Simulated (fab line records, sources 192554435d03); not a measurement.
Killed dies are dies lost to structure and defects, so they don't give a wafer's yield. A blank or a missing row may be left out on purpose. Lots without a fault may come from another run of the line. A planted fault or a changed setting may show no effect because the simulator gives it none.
Chamber matching | flow n5_finfet | N5_BEOL_M1_ETCH_70 on rie_diel-01: 4 sister chambers
The step etches SOC in N2/H2, target depth 80 nm, overetch 16 nm, time 120 s. 20 wafers are shown with their chamber, then 10 later ones without.

WAFERS WITH THEIR CHAMBER
wafer  | chamber | showerhead_plenum_p_Torr (Torr) | drypump_motor_current_A (A) | throttle_valve_pct (%)
L074.1 | 0       | 2.56                            | 5.6                         | 17.82
L074.3 | 2       | 2.48                            | 5.7                         | 17.36
L074.6 | 1       | 2.58                            | 5.7                         | 17.68
L078.1 | 1       | 2.58                            | 5.8                         | 17.69
L078.3 | 3       | 2.61                            | 5.2                         | 17.89
L078.5 | 0       | 2.56                            | 5.6                         | 17.84
L080.1 | 3       | 2.61                            | 5.2                         | 17.90
L080.4 | 2       | 2.47                            | 5.7                         | 17.38
L080.6 | 0       | 2.56                            | 5.6                         | 17.83
L083.1 | 1       | 2.58                            | 5.7                         | 17.70
L083.2 | 2       | 2.47                            | 5.7                         | 17.38
L083.4 | 1       | 2.58                            | 5.8                         | 17.70
L084.1 | 1       | 2.57                            | 5.7                         | 17.71
L084.2 | 0       | 2.56                            | 5.6                         | 17.87
L084.3 | 2       | 2.47                            | 5.7                         | 17.37
L087.2 | 1       | 2.57                            | 5.7                         | 17.71
L087.3 | 2       | 2.47                            | 5.7                         | 17.39
L087.6 | 2       | 2.47                            | 5.7                         | 17.39
L088.1 | 2       | 2.47                            | 5.7                         | 17.40
L088.3 | 3       | 2.61                            | 5.2                         | 17.48

SIGNATURES (means of the wafers above)
reading                  | chamber 0 | chamber 1 | chamber 2 | chamber 3 | scatter within a chamber
showerhead_plenum_p_Torr | 2.5600    | 2.5767    | 2.4714    | 2.6100    | 0.0037
drypump_motor_current_A  | 5.600     | 5.733     | 5.700     | 5.200     | 0.0289
throttle_valve_pct       | 17.8400   | 17.6983   | 17.3814   | 17.7567   | 0.0859
Rule: a wafer's distance from a chamber is the root of the sum, over the readings, of the square of ((its reading less the chamber's mean) divided by the reading's scatter). The wafer belongs to the nearest chamber; if the next one is less than 2 further off, it can't be placed. The scatter: the root of (the sum of the squares of (reading less its chamber's mean) over the shown wafers, divided by (wafers less chambers)).

WAFERS WITHOUT THEIR CHAMBER
wafer  | showerhead_plenum_p_Torr (Torr) | drypump_motor_current_A (A) | throttle_valve_pct (%)
L088.4 | 2.57                            | 5.8                         | 17.71
L090.2 | 2.55                            | 5.6                         | 17.88
L090.5 | 2.55                            | 5.6                         | 17.88
L090.6 | 2.61                            | 5.2                         | 17.50
L095.1 | 2.46                            | 5.7                         | 17.43
L095.2 | 2.60                            | 5.1                         | 17.51
L095.4 | 2.56                            | 5.8                         | 17.74
L094.1 | 2.56                            | 5.7                         | 17.76
L094.2 | 2.55                            | 5.7                         | 17.90
L094.6 | 2.60                            | 5.2                         | 17.53

WHICH CHAMBER EACH WENT THROUGH
wafer  | from the rows above     | in truth
L088.4 | 1                       | 1
L090.2 | 0                       | 0
L090.5 | 0                       | 0
L090.6 | 3                       | 3
L095.1 | 2                       | 2
L095.2 | 3                       | 3
L095.4 | can't be placed: 1 or 0 | 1
L094.1 | can't be placed: 0 or 1 | 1
L094.2 | 0                       | 0
L094.6 | 3                       | 3
Placed correctly: 8 of 10. Can't be placed from these rows: 2 (the true chamber is among the candidates in 2). Placed wrongly: 0.
